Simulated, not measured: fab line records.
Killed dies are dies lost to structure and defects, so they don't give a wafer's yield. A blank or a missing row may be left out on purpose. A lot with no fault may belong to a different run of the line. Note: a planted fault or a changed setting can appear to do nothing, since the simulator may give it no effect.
fab line records	flow n5Finfet
record: lots: 24	wafers: 72	lastDay: 19
route steps=1938 shown BEOL_M14@1766 BEOL_M15@1785
lots that met no fault: taken from a fault-free run of the same line
startH: hours from the record's opening day to when the first of the lot's shown wafers began	waitH: hours since the lot's step before	" unchanged from the row above	L1.1+2: one row covering several wafers at once	- no value, or no start was given	* or withheld: withheld	< > ~ a bound
route shown NAME@n: NAME is a module with steps in the file, n the number in the route of the first one	usual: mean and standard deviation over wafers with no fault	same: alike in all rows	chamber/n: place in a boat	sites: per-site readings	_std_site: the values' standard deviation	_edge_site: the outer-site mean with the inner-site mean subtracted	radiusMm: for every site, how far away it sits from the centre of the wafer	mask NAME#n: copy n	behind: tool/chamber where the wafer was last shaped	hold: the reason the lot was held/the length of the hold in hours/how it ended	device: the transistor (n, p or np) that didn't switch	end of line: the same wafers' tests at the end of the route	a step with no rows: only its recipe	killed: the dies lost at the first sort to structure and to defects; this is not the yield of the wafer	map: shows each die of a wafer: x if killed, . if not, _ if none is there
set.NAME: the run value of the setting; set.NAME@STEP: its run value at that earlier step	model.NAME: the simulator's own value behind a step, which no gauge read
the route's steps for a sample of lots (tables are steps, rows are wafers)
services: the hour from which a tool's chamber was out of use, counted from the record's first day as startH (under 0 if before that day), plus the number of hours and why
== steps ==
step: N5_BEOL_M14_ANNEAL_48
recipe: tempC: 225	timeS: 90	ambient: N2
usual: wafer_temp_C_max: 226.3/0.35
lot.wafer	tool	chamber	startH	waitH	wafer_temp_C_max
L074.2	rtpAnneal-01	0	240.50	0.6	226.3
L074.3	"	0	"	"	226.3
L074.4	"	0	"	"	226.2
L076.2	rtpAnneal-02	0	253.83	0.2	227.2
L076.3	"	0	"	"	226.8
L076.5	"	0	"	"	227.0
L075.4	rtpAnneal-02	0	268.68	0.5	226.3
L075.5	"	0	"	"	226.1
L075.6	"	0	"	"	226.4
L077.4	rtpAnneal-02	0	274.35	0.8	227.1
L077.5	"	0	"	"	226.3
L077.6	"	0	"	"	226.3
L078.1	rtpAnneal-02	0	288.40	0.1	226.4
L078.3	"	0	"	"	226.4
L078.4	"	0	"	"	226.5
L079.2	rtpAnneal-02	0	294.27	0.2	226.7
L079.5	"	0	"	"	226.4
L079.6	"	0	"	"	227.2
L080.2	rtpAnneal-01	0	298.90	0.4	226.5
L080.3	"	0	"	"	225.9
L080.6	"	0	"	"	226.1
L083.2	rtpAnneal-01	0	308.35	0.2	226.5
L083.3	"	0	"	"	226.1
L083.6	"	0	"	"	226.2
L081.3	rtpAnneal-01	0	317.88	0.2	226.4
L081.5	"	0	"	"	225.9
L081.6	"	0	"	"	225.8
L082.2	rtpAnneal-01	0	318.49	0.2	225.7
L082.4	"	0	"	"	225.6
L082.5	"	0	"	"	226.2
L084.2	rtpAnneal-01	0	322.05	0.2	226.7
L084.3	"	0	"	"	226.3
L084.4	"	0	"	"	226.6
L085.1	rtpAnneal-01	0	333.87	0.1	226.0
L085.2	"	0	"	"	226.0
L085.3	"	0	"	"	226.0
L086.4	rtpAnneal-01	0	338.30	0.2	225.9
L086.5	"	0	"	"	226.4
L086.6	"	0	"	"	225.9
L089.3	rtpAnneal-01	0	341.26	0.2	226.3
L089.4	"	0	"	"	226.2
L089.5	"	0	"	"	225.8
L087.2	rtpAnneal-01	0	343.47	0.2	226.1
L087.4	"	0	"	"	226.3
L087.5	"	0	"	"	226.1
L088.2	rtpAnneal-01	0	347.52	0.2	225.9
L088.3	"	0	"	"	226.4
L088.5	"	0	"	"	226.2
L090.2	rtpAnneal-02	0	353.13	0.2	227.0
L090.3	"	0	"	"	226.5
L090.4	"	0	"	"	226.8
L092.2	rtpAnneal-02	0	361.30	0.2	226.3
L092.5	"	0	"	"	226.6
L092.6	"	0	"	"	226.8
L093.1	rtpAnneal-01	0	361.38	0.1	226.1
L093.3	"	0	"	"	226.1
L093.6	"	0	"	"	226.0
L091.1	rtpAnneal-01	0	367.17	0.1	225.9
L091.3	"	0	"	"	226.0
L091.6	"	0	"	"	226.2
L095.2	rtpAnneal-01	0	389.13	0.2	226.5
L095.3	"	0	"	"	226.2
L095.6	"	0	"	"	226.1
L094.1	rtpAnneal-02	0	389.16	0.1	227.0
L094.2	"	0	"	"	226.9
L094.3	"	0	"	"	226.7
L097.1	rtpAnneal-01	0	403.51	0.1	226.2
L097.3	"	0	"	"	225.8
L097.6	"	0	"	"	225.8
L096.4	rtpAnneal-01	0	418.99	0.9	226.2
L096.5	"	0	"	"	226.5
L096.6	"	0	"	"	226.6
step: N5_BEOL_M14_THK_MEAS_50
recipe: thkMeasGauge: xrf	reads: Cu_of_BEOL_M14_ECD_47
usual: M14_THK: 574/10
lot.wafer	tool	chamber	startH	waitH	M14_THK[nm]
L074.2	filmMetro-02	-	241.05	-	583
L074.3	"	-	"	"	585
L074.4	"	-	"	"	570
L076.2	filmMetro-02	-	254.38	-	566
L076.3	"	-	"	"	582
L076.5	"	-	"	"	582
L075.4	filmMetro-02	-	269.15	-	557
L075.5	"	-	"	"	575
L075.6	"	-	"	"	556
L077.4	filmMetro-01	-	274.81	-	584
L077.5	"	-	"	"	589
L077.6	"	-	"	"	579
L078.1	filmMetro-02	-	288.99	-	568
L078.3	"	-	"	"	589
L078.4	"	-	"	"	567
L079.2	filmMetro-01	-	294.81	-	597
L079.5	"	-	"	"	560
L079.6	"	-	"	"	576
L080.2	filmMetro-01	-	299.44	-	580
L080.3	"	-	"	"	574
L080.6	"	-	"	"	580
L083.2	filmMetro-01	-	308.90	-	577
L083.3	"	-	"	"	579
L083.6	"	-	"	"	577
L081.3	filmMetro-02	-	318.38	-	578
L081.5	"	-	"	"	571
L081.6	"	-	"	"	575
L082.2	filmMetro-01	-	319.04	-	591
L082.4	"	-	"	"	567
L082.5	"	-	"	"	565
L084.2	filmMetro-01	-	322.60	-	569
L084.3	"	-	"	"	576
L084.4	"	-	"	"	576
L085.1	filmMetro-02	-	334.46	-	565
L085.2	"	-	"	"	568
L085.3	"	-	"	"	578
L086.4	filmMetro-02	-	338.78	-	564
L086.5	"	-	"	"	559
L086.6	"	-	"	"	565
L089.3	filmMetro-02	-	341.76	-	568
L089.4	"	-	"	"	565
L089.5	"	-	"	"	576
L087.2	filmMetro-01	-	344.02	-	573
L087.4	"	-	"	"	567
L087.5	"	-	"	"	576
L088.2	filmMetro-01	-	348.07	-	588
L088.3	"	-	"	"	577
L088.5	"	-	"	"	573
L090.2	filmMetro-01	-	353.68	-	565
L090.3	"	-	"	"	597
L090.4	"	-	"	"	574
L092.2	filmMetro-01	-	361.85	-	572
L092.5	"	-	"	"	593
L092.6	"	-	"	"	557
L093.1	filmMetro-01	-	361.98	-	574
L093.3	"	-	"	"	582
L093.6	"	-	"	"	575
L091.1	filmMetro-01	-	367.94	-	584
L091.3	"	-	"	"	588
L091.6	"	-	"	"	581
L095.2	filmMetro-02	-	389.69	-	557
L095.3	"	-	"	"	560
L095.6	"	-	"	"	560
L094.1	filmMetro-01	-	389.76	-	578
L094.2	"	-	"	"	577
L094.3	"	-	"	"	582
L097.1	filmMetro-01	-	404.10	-	564
L097.3	"	-	"	"	570
L097.6	"	-	"	"	564
L096.4	filmMetro-02	-	419.46	-	594
L096.5	"	-	"	"	568
L096.6	"	-	"	"	584
step: N5_BEOL_M15_INSPECT_12
recipe: mode: adi	inspectInstrument: macro
usual: rawDefectCount: 2.1/1.4
lot.wafer	tool	chamber	startH	waitH	rawDefectCount
L074.2	defectInspect-02	-	241.97	0.0	2
L074.3	"	-	"	"	2
L074.4	"	-	"	"	1
L076.2	defectInspect-01	-	255.17	0.0	2
L076.3	"	-	"	"	2
L076.5	"	-	"	"	3
L075.4	defectInspect-02	-	269.95	0.0	1
L075.5	"	-	"	"	3
L075.6	"	-	"	"	1
L077.4	defectInspect-01	-	275.61	0.0	1
L077.5	"	-	"	"	5
L077.6	"	-	"	"	4
L078.1	defectInspect-01	-	289.94	0.0	1
L078.3	"	-	"	"	3
L078.4	"	-	"	"	2
L079.2	defectInspect-01	-	295.74	0.0	4
L079.5	"	-	"	"	0
L079.6	"	-	"	"	3
L080.2	defectInspect-01	-	300.24	0.0	3
L080.3	"	-	"	"	2
L080.6	"	-	"	"	3
L083.2	defectInspect-02	-	309.83	0.0	1
L083.3	"	-	"	"	2
L083.6	"	-	"	"	2
L081.3	defectInspect-01	-	319.18	0.0	2
L081.5	"	-	"	"	2
L081.6	"	-	"	"	2
L082.2	defectInspect-01	-	319.84	0.0	1
L082.4	"	-	"	"	1
L082.5	"	-	"	"	5
L084.2	defectInspect-02	-	323.55	0.0	0
L084.3	"	-	"	"	1
L084.4	"	-	"	"	3
L085.1	defectInspect-01	-	335.38	0.0	2
L085.2	"	-	"	"	1
L085.3	"	-	"	"	1
L086.4	defectInspect-02	-	339.57	0.0	3
L086.5	"	-	"	"	0
L086.6	"	-	"	"	3
L089.3	defectInspect-02	-	342.56	0.0	3
L089.4	"	-	"	"	2
L089.5	"	-	"	"	2
L087.2	defectInspect-02	-	344.95	0.0	3
L087.4	"	-	"	"	5
L087.5	"	-	"	"	3
L088.2	defectInspect-02	-	348.87	0.0	1
L088.3	"	-	"	"	1
L088.5	"	-	"	"	1
L090.2	defectInspect-01	-	354.60	0.0	4
L090.3	"	-	"	"	4
L090.4	"	-	"	"	3
L092.2	defectInspect-02	-	362.65	0.0	2
L092.5	"	-	"	"	3
L092.6	"	-	"	"	0
L093.1	defectInspect-01	-	362.91	0.0	3
L093.3	"	-	"	"	2
L093.6	"	-	"	"	3
L091.1	defectInspect-01	-	368.87	0.0	2
L091.3	"	-	"	"	1
L091.6	"	-	"	"	3
L095.2	defectInspect-02	-	390.49	0.0	3
L095.3	"	-	"	"	4
L095.6	"	-	"	"	3
L094.1	defectInspect-01	-	390.79	0.0	2
L094.2	"	-	"	"	2
L094.3	"	-	"	"	0
L097.1	defectInspect-01	-	405.06	0.0	2
L097.3	"	-	"	"	3
L097.6	"	-	"	"	1
L096.4	defectInspect-02	-	420.39	0.0	2
L096.5	"	-	"	"	2
L096.6	"	-	"	"	1
step: N5_BEOL_M15_ETCH_38
recipe: chemistry: CF4/N2	target: SiCN	targetDepthA: 1064	taperDeg: 2	timeS: 120.5	ionEnergyEv: 150	maskMaterial: SiO2	pressureMtorr: 40	sourceW: 430	biasW: 70	Ar_flow_sccm: 100	cf4FlowSccm: 60	n2FlowSccm: 60
usual: drypumpMotorCurrentA: 5.5/0.38	oesProductAu: 0.79/0.079	rfVppV: 382.2/1.6	showerheadPlenumPTorr: 2.20/0.057	throttleValvePct: 15.44/0.22
lot.wafer	tool	chamber	startH	waitH	drypumpMotorCurrentA	oesProductAu	rfHoursCounterH	rfVppV	showerheadPlenumPTorr	throttleValvePct
L074.2	rieDiel-05	1	-	-	4.9	0.85	77	381.7	2.14	15.19
L074.3	"	2	"	"	5.8	0.81	118	382.7	2.22	15.76
L074.4	"	0	"	"	4.9	0.68	238	380.7	2.18	15.78
L076.2	rieDiel-03	0	-	-	6.2	0.90	29	382.1	2.16	15.12
L076.3	"	2	"	"	5.8	0.69	206	383.2	2.27	15.32
L076.5	"	3	"	"	5.4	0.74	-	381.8	2.20	15.73
L075.4	rieDiel-06	1	-	-	5.7	0.89	28	387.1	2.34	15.23
L075.5	"	3	"	"	5.2	0.94	-	380.2	2.16	15.30
L075.6	"	2	"	"	5.9	0.77	-	381.8	2.22	15.57
L077.4	rieDiel-06	2	-	-	5.8	0.75	135	381.6	2.22	15.57
L077.5	"	0	"	"	5.4	0.70	-	381.4	2.18	15.74
L077.6	"	3	"	"	5.2	0.93	-	381.3	2.16	15.33
L078.1	rieDiel-03	3	-	-	5.4	0.73	177	381.4	2.20	15.76
L078.3	"	2	"	"	5.7	0.68	215	384.6	2.27	15.34
L078.4	"	1	"	"	5.1	0.79	113	382.0	2.22	15.28
L079.2	rieDiel-05	1	-	-	4.9	0.83	91	380.4	2.14	15.24
L079.5	"	1	"	"	4.9	0.84	-	380.8	2.14	15.24
L079.6	"	3	"	"	5.4	0.74	-	381.9	2.21	15.28
L080.2	rieDiel-06	3	-	-	5.2	0.90	31	382.1	2.15	15.36
L080.3	"	1	"	"	5.7	0.87	38	386.0	2.34	15.24
L080.6	"	3	"	"	5.2	0.91	-	379.7	2.16	15.35
L083.2	rieDiel-06	1	-	-	5.7	0.88	41	385.9	2.34	15.26
L083.3	"	0	"	"	5.4	0.70	242	381.4	2.17	15.77
L083.6	"	0	"	"	5.4	0.69	-	380.9	2.17	15.76
L081.3	rieDiel-06	1	-	-	5.7	0.86	44	385.0	2.33	15.29
L081.5	"	0	"	"	5.4	0.68	-	382.8	2.17	15.78
L081.6	"	1	"	"	5.7	0.87	-	385.9	2.33	15.25
L082.2	rieDiel-05	2	-	-	5.8	0.79	142	382.7	2.21	15.81
L082.4	"	3	"	"	5.4	0.73	-	382.3	2.20	15.29
L082.5	"	1	"	"	4.9	0.82	-	381.4	2.14	15.26
L084.2	rieDiel-06	1	-	-	5.7	0.87	45	384.9	2.33	15.27
L084.3	"	2	"	"	5.8	0.74	150	382.2	2.21	15.60
L084.4	"	0	"	"	5.4	0.69	246	381.2	2.17	15.77
L085.1	rieDiel-03	1	-	-	5.1	0.77	127	382.9	2.21	15.29
L085.2	"	0	"	"	6.2	0.85	52	380.9	2.15	15.18
L085.3	"	3	"	"	5.4	0.71	190	383.0	2.19	15.80
L086.4	rieDiel-06	2	-	-	5.8	0.74	-	382.3	2.21	15.61
L086.5	"	1	"	"	5.8	0.85	-	384.9	2.33	15.28
L086.6	"	3	"	"	5.1	0.89	-	380.4	2.15	15.35
L089.3	rieDiel-06	2	-	-	5.8	0.74	158	383.9	2.21	15.63
L089.4	"	1	"	"	5.7	0.85	-	384.1	2.33	15.28
L089.5	"	2	"	"	5.9	0.74	-	382.7	2.21	15.62
L087.2	rieDiel-06	1	-	-	5.8	0.86	56	385.1	2.33	15.27
L087.4	"	1	"	"	5.8	0.85	-	386.1	2.33	15.28
L087.5	"	2	"	"	5.9	0.74	-	383.1	2.21	15.63
L088.2	rieDiel-06	3	-	-	5.2	0.88	50	380.8	2.15	15.39
L088.3	"	1	"	"	5.7	0.85	56	385.2	2.33	15.28
L088.5	"	1	"	"	5.7	0.85	-	384.5	2.33	15.29
L090.2	rieDiel-05	1	-	-	4.9	0.79	113	382.1	2.13	15.27
L090.3	"	3	"	"	5.4	0.71	179	382.9	2.20	15.32
L090.4	"	3	"	"	5.4	0.71	-	382.2	2.20	15.32
L092.2	rieDiel-03	1	-	-	5.1	0.77	136	382.4	2.21	15.32
L092.5	"	1	"	"	5.1	0.76	-	382.1	2.21	15.31
L092.6	"	2	"	"	5.8	0.67	-	384.7	2.26	15.36
L093.1	rieDiel-05	1	-	-	4.9	0.80	116	379.6	2.13	15.28
L093.3	"	0	"	"	4.9	0.94	9	381.8	2.17	15.35
L093.6	"	1	"	"	4.9	0.81	-	379.2	2.13	15.28
L091.1	rieDiel-05	3	-	-	5.4	0.72	184	382.1	2.20	15.34
L091.3	"	2	"	"	5.8	0.78	153	383.5	2.21	15.82
L091.6	"	3	"	"	5.4	0.71	-	381.9	2.20	15.33
L095.2	rieDiel-03	0	-	-	6.3	0.83	69	381.4	2.15	15.19
L095.3	"	1	"	"	5.1	0.76	143	380.9	2.21	15.35
L095.6	"	0	"	"	6.2	0.84	-	381.2	2.15	15.21
L094.1	rieDiel-03	1	-	-	5.1	0.76	143	383.1	2.21	15.33
L094.2	"	0	"	"	6.2	0.83	69	381.7	2.15	15.21
L094.3	"	3	"	"	5.4	0.70	208	381.3	2.18	15.83
L097.1	rieDiel-05	2	-	-	5.8	0.77	160	382.4	2.20	15.84
L097.3	"	3	"	"	5.4	0.70	190	382.1	2.20	15.36
L097.6	"	2	"	"	5.8	0.77	-	382.6	2.20	15.83
L096.4	rieDiel-05	2	-	-	5.8	0.76	164	382.4	2.20	15.84
L096.5	"	2	"	"	5.8	0.75	-	381.0	2.20	15.85
L096.6	"	3	"	"	5.4	0.70	-	381.7	2.19	15.35
step: N5_BEOL_M15_DEGAS_41
recipe: ambient: vacuum	tempC: 300	timeS: 60
usual: heaterPowerW: 452/50
lot.wafer	tool	chamber	startH	waitH	heaterPowerW
L074.2	pvdSputter-01	-	248.85	0.8	463
L074.3	"	-	"	"	354
L074.4	"	-	"	"	456
L076.2	pvdSputter-03	-	257.81	0.2	432
L076.3	"	-	"	"	462
L076.5	"	-	"	"	489
L075.4	pvdSputter-01	-	273.55	0.3	348
L075.5	"	-	"	"	351
L075.6	"	-	"	"	464
L077.4	pvdSputter-03	-	282.11	0.1	505
L077.5	"	-	"	"	455
L077.6	"	-	"	"	446
L078.1	pvdSputter-02	-	296.71	2.4	475
L078.3	"	-	"	"	487
L078.4	"	-	"	"	342
L079.2	pvdSputter-02	-	298.43	0.3	467
L079.5	"	-	"	"	467
L079.6	"	-	"	"	476
L080.2	pvdSputter-02	-	303.76	0.1	495
L080.3	"	-	"	"	329
L080.6	"	-	"	"	329
L083.2	pvdSputter-02	-	314.13	0.4	341
L083.3	"	-	"	"	474
L083.6	"	-	"	"	469
L081.3	pvdSputter-01	-	323.06	0.3	464
L081.5	"	-	"	"	349
L081.6	"	-	"	"	468
L082.2	pvdSputter-03	-	323.22	0.3	483
L082.4	"	-	"	"	482
L082.5	"	-	"	"	442
L084.2	pvdSputter-02	-	326.02	0.2	339
L084.3	"	-	"	"	467
L084.4	"	-	"	"	486
L085.1	pvdSputter-03	-	340.94	0.5	459
L085.2	"	-	"	"	503
L085.3	"	-	"	"	429
L086.4	pvdSputter-03	-	342.24	0.2	514
L086.5	"	-	"	"	504
L086.6	"	-	"	"	475
L089.3	pvdSputter-03	-	350.98	0.2	457
L089.4	"	-	"	"	428
L089.5	"	-	"	"	438
L087.2	pvdSputter-01	-	352.53	0.1	476
L087.4	"	-	"	"	350
L087.5	"	-	"	"	358
L088.2	pvdSputter-03	-	352.98	0.3	476
L088.3	"	-	"	"	456
L088.5	"	-	"	"	436
L090.2	pvdSputter-03	-	360.47	0.2	445
L090.3	"	-	"	"	442
L090.4	"	-	"	"	490
L092.2	pvdSputter-01	-	369.68	2.5	464
L092.5	"	-	"	"	468
L092.6	"	-	"	"	466
L093.1	pvdSputter-01	-	370.00	2.8	349
L093.3	"	-	"	"	471
L093.6	"	-	"	"	478
L091.1	pvdSputter-01	-	372.18	0.4	461
L091.3	"	-	"	"	352
L091.6	"	-	"	"	462
L095.2	pvdSputter-03	-	392.85	0.2	472
L095.3	"	-	"	"	446
L095.6	"	-	"	"	510
L094.1	pvdSputter-03	-	393.27	0.2	461
L094.2	"	-	"	"	473
L094.3	"	-	"	"	496
L097.1	pvdSputter-02	-	409.80	0.4	491
L097.3	"	-	"	"	479
L097.6	"	-	"	"	481
L096.4	pvdSputter-02	-	424.02	0.0	483
L096.5	"	-	"	"	469
L096.6	"	-	"	"	476
step: N5_BEOL_M15_SPUTTER_44
recipe: material: Ta	targetThkA: 150	tempC: 50	biasV: 80	powerW: 15000	chamberPressurePa: 0.07	timeS: 24.19
usual: chamberPressurePa: 0.07001/0.00014	throttleValvePct: 30.3/1.3
lot.wafer	tool	chamber	startH	waitH	chamberPressurePa	throttleValvePct
L074.2	pvdSputter-01	-	249.09	0.0	0.07013	28.4
L074.3	"	-	"	"	0.0702	30.4
L074.4	"	-	"	"	0.07014	30.6
L076.2	pvdSputter-03	-	257.97	0.0	0.07004	32.9
L076.3	"	-	"	"	0.07005	29.7
L076.5	"	-	"	"	0.06997	29.0
L075.4	pvdSputter-01	-	273.71	0.0	0.06997	30.1
L075.5	"	-	"	"	0.06988	30.5
L075.6	"	-	"	"	0.07004	30.5
L077.4	pvdSputter-03	-	282.27	0.0	0.0701	28.9
L077.5	"	-	"	"	0.07	29.5
L077.6	"	-	"	"	0.07006	32.7
L078.1	pvdSputter-02	-	296.87	0.0	0.06998	30.4
L078.3	"	-	"	"	0.06983	31.7
L078.4	"	-	"	"	0.0699	29.6
L079.2	pvdSputter-02	-	298.59	0.0	0.07031	31.3
L079.5	"	-	"	"	0.06987	30.3
L079.6	"	-	"	"	0.0701	31.1
L080.2	pvdSputter-02	-	303.92	0.0	0.06993	31.5
L080.3	"	-	"	"	0.0699	29.4
L080.6	"	-	"	"	0.06989	29.4
L083.2	pvdSputter-02	-	314.29	0.0	0.06995	29.3
L083.3	"	-	"	"	0.07016	31.7
L083.6	"	-	"	"	0.07011	30.3
L081.3	pvdSputter-01	-	323.22	0.0	0.06984	30.3
L081.5	"	-	"	"	0.06988	30.2
L081.6	"	-	"	"	0.06993	30.4
L082.2	pvdSputter-03	-	323.38	0.0	0.07006	29.8
L082.4	"	-	"	"	0.06978	29.6
L082.5	"	-	"	"	0.07028	32.7
L084.2	pvdSputter-02	-	326.18	0.0	0.07025	29.7
L084.3	"	-	"	"	0.06978	31.2
L084.4	"	-	"	"	0.06979	31.8
L085.1	pvdSputter-03	-	341.10	0.0	0.06978	29.6
L085.2	"	-	"	"	0.07021	28.8
L085.3	"	-	"	"	0.07009	32.7
L086.4	pvdSputter-03	-	342.40	0.0	0.06993	28.9
L086.5	"	-	"	"	0.07	28.5
L086.6	"	-	"	"	0.06995	30.0
L089.3	pvdSputter-03	-	351.14	0.0	0.06981	29.5
L089.4	"	-	"	"	0.0699	32.5
L089.5	"	-	"	"	0.07011	32.8
L087.2	pvdSputter-01	-	352.69	0.0	0.07001	31.2
L087.4	"	-	"	"	0.06995	30.2
L087.5	"	-	"	"	0.07002	30.5
L088.2	pvdSputter-03	-	353.14	0.0	0.0699	29.8
L088.3	"	-	"	"	0.07	29.4
L088.5	"	-	"	"	0.06985	32.8
L090.2	pvdSputter-03	-	360.63	0.0	0.06991	29.5
L090.3	"	-	"	"	0.07	32.4
L090.4	"	-	"	"	0.07016	28.7
L092.2	pvdSputter-01	-	369.84	0.0	0.07001	30.3
L092.5	"	-	"	"	0.07006	30.6
L092.6	"	-	"	"	0.06985	31.2
L093.1	pvdSputter-01	-	370.16	0.0	0.06976	30.4
L093.3	"	-	"	"	0.0699	30.5
L093.6	"	-	"	"	0.07019	30.4
L091.1	pvdSputter-01	-	372.34	0.0	0.07003	30.6
L091.3	"	-	"	"	0.07002	30.4
L091.6	"	-	"	"	0.07001	28.2
L095.2	pvdSputter-03	-	393.01	0.0	0.07011	30.0
L095.3	"	-	"	"	0.06999	32.6
L095.6	"	-	"	"	0.07031	28.6
L094.1	pvdSputter-03	-	393.43	0.0	0.07016	29.7
L094.2	"	-	"	"	0.07013	29.9
L094.3	"	-	"	"	0.07004	28.8
L097.1	pvdSputter-02	-	409.96	0.0	0.06982	31.4
L097.3	"	-	"	"	0.07004	31.5
L097.6	"	-	"	"	0.0699	31.6
L096.4	pvdSputter-02	-	424.18	0.0	0.06991	31.2
L096.5	"	-	"	"	0.06996	31.2
L096.6	"	-	"	"	0.06991	31.4
== services ==
tool	chamber	startH	hours	kind
rieDiel-06	0	235.18	4.9	repair
rieDiel-03	0	268.47	1.5	repair
rieDiel-05	0	280.12	21.8	repair
rieDiel-05	0	314.89	-	clean
rieDiel-05	0	314.89	-	consumableReplace:focusRing
rieDiel-05	0	314.89	23.4	scheduledDown
rieDiel-05	0	314.89	23.4	ventCycle
rieDiel-06	2	329.05	5.4	repair
rieDiel-06	0	337.33	-	clean
rieDiel-06	0	337.33	-	consumableReplace:focusRing
rieDiel-06	0	337.33	17.5	scheduledDown
rieDiel-06	0	337.33	17.5	ventCycle
rieDiel-05	2	354.62	15.6	repair
rieDiel-03	2	386.88	6.2	repair
rieDiel-05	3	389.90	4.8	repair
rieDiel-05	-	392.84	14.6	pm
rieDiel-06	0	395.14	6.6	repair
rieDiel-03	2	404.85	-	clean
rieDiel-03	2	404.85	-	consumableReplace:focusRing
rieDiel-03	2	404.85	15.6	scheduledDown
rieDiel-03	2	404.85	15.6	ventCycle
== key ==
fault none
